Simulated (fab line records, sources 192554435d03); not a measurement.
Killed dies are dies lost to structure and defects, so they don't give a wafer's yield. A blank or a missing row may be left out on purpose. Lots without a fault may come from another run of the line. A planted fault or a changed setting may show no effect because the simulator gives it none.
Chamber matching | flow n5_finfet | N5_BEOL_M8_STRIP_67 on rie_diel-01: 4 sister chambers
The step strips in CF4. 8 wafers are shown with their chamber, then 10 later ones without.

WAFERS WITH THEIR CHAMBER
wafer  | chamber | drypump_motor_current_A (A) | showerhead_plenum_p_Torr (Torr)
L079.4 | 0       | 6.8                         | 1.78
L085.1 | 2       | 4.9                         | 1.70
L085.3 | 3       | 5.1                         | 1.75
L085.6 | 0       | 6.8                         | 1.78
L090.4 | 3       | 5.1                         | 1.75
L090.6 | 1       | 6.2                         | 1.87
L087.1 | 2       | 4.9                         | 1.70
L087.4 | 1       | 6.1                         | 1.86

WAFERS WITHOUT THEIR CHAMBER
wafer  | drypump_motor_current_A (A) | showerhead_plenum_p_Torr (Torr)
L087.5 | 4.9                         | 1.70
L094.2 | 6.1                         | 1.86
L094.4 | 4.9                         | 1.70
L094.6 | 6.1                         | 1.86
L097.4 | 4.9                         | 1.70
L097.5 | 6.8                         | 1.77
L097.6 | 6.2                         | 1.86
L096.2 | 4.9                         | 1.70
L096.4 | 6.1                         | 1.86
L096.6 | 4.9                         | 1.70

WHICH CHAMBER EACH WENT THROUGH
wafer  | from the rows above | in truth
L087.5 | 2                   | 2
L094.2 | 1                   | 1
L094.4 | 2                   | 2
L094.6 | 1                   | 1
L097.4 | 2                   | 2
L097.5 | 0                   | 0
L097.6 | 1                   | 1
L096.2 | 2                   | 2
L096.4 | 1                   | 1
L096.6 | 2                   | 2
Placed correctly: 10 of 10. Can't be placed from these rows: 0. Placed wrongly: 0.
How it was worked out, from the rows above alone: a wafer's distance from a chamber is the root of the sum, over the readings, of the square of ((its reading less the chamber's mean) divided by the reading's scatter). The wafer belongs to the nearest chamber; if the next one is less than 2 further off, it can't be placed. A chamber's mean is the mean of its shown wafers. The scatter: the root of (the sum of the squares of (reading less its chamber's mean) over the shown wafers, divided by (wafers less chambers)).
